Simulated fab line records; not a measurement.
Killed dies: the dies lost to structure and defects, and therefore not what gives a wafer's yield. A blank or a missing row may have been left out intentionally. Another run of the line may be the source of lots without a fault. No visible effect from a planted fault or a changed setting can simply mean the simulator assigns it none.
The tool behind it: which one? | flow n5-finfet | Sampling: 12 lots, 36 wafers, 2 of 1938 route steps

== WHAT THE GAUGES SHOWED, per wafer ==
N5_BEOL_M3_CD_MEAS_11: the cd target is 17.05 nm.
lot  | measured     | on        | cd-nm (nm)
L075 | day 7 03:41  | cd-sem-03 | 16.82 17.35 17.36
L077 | day 7 13:34  | cd-sem-03 | 16.83 16.83 16.92
L079 | day 8 02:03  | cd-sem-01 | 17.74 17.27 17.10
L081 | day 8 20:26  | cd-sem-01 | 17.08 16.80 16.92
L083 | day 9 07:36  | cd-sem-03 | 17.19 17.34 16.81
L085 | day 10 07:35 | cd-sem-03 | 17.11 17.06 16.81
L087 | day 10 14:31 | cd-sem-03 | 17.10 16.87 17.32
L089 | day 11 05:23 | cd-sem-03 | 16.99 17.13 17.28
L092 | day 11 15:35 | cd-sem-02 | 17.04 16.79 17.05
L093 | day 11 21:46 | cd-sem-01 | 17.15 17.04 17.18
L095 | day 12 07:51 | cd-sem-03 | 17.40 17.34 17.22
L096 | day 13 03:25 | cd-sem-01 | 16.85 16.86 17.01

== WHICH TOOL RAN EACH LOT (tool, then ch and the chambers of the sampled wafers, then the start) ==
lot  | N5_BEOL_M2_CMP_52
L075 | cmp-02 ch 0,1,2, day 7 00:59
L077 | cmp-04 ch 0,1,3, day 7 11:47
L079 | cmp-04 ch 2,3, day 8 00:30
L081 | cmp-04 ch 0,1,3, day 8 18:38
L083 | cmp-03 ch 0,1, day 9 04:38
L085 | cmp-02 ch 0,2,3, day 10 06:21
L087 | cmp-03 ch 0,1,2, day 10 11:07
L089 | cmp-03 ch 0,1,2, day 11 01:59
L092 | cmp-04 ch 0,2,3, day 11 13:28
L093 | cmp-04 ch 1,2, day 11 19:28
L095 | cmp-04 ch 1,2,3, day 12 02:44
L096 | cmp-03 ch 0,1, day 13 01:14
- N5_BEOL_M2_CMP_52: polishes, stops on SiOC, t overpolish 6.8 s, target thk 40 nm.

== THE ANSWER, worked out from the rows above alone ==
Rule: usual is defined by the lots themselves. Put in order of their means at a reading, lots are off if they are a third of the lots or fewer, leave a main group of 4 or more, and stand apart from it by a gap of 3 or more times the standard deviation of the main group's means; of several such gaps the widest counts. The tables above print the reading to a certain number of digits; a main group whose means all agree to those digits is not used. Also off: a lot with no number at a reading for which 4 or more lots have one. All remaining lots with rows at the step are treated as sound.
None of the lots is off at any reading shown; this tells nothing.

== WHAT THE SIMULATOR PUT IN ==
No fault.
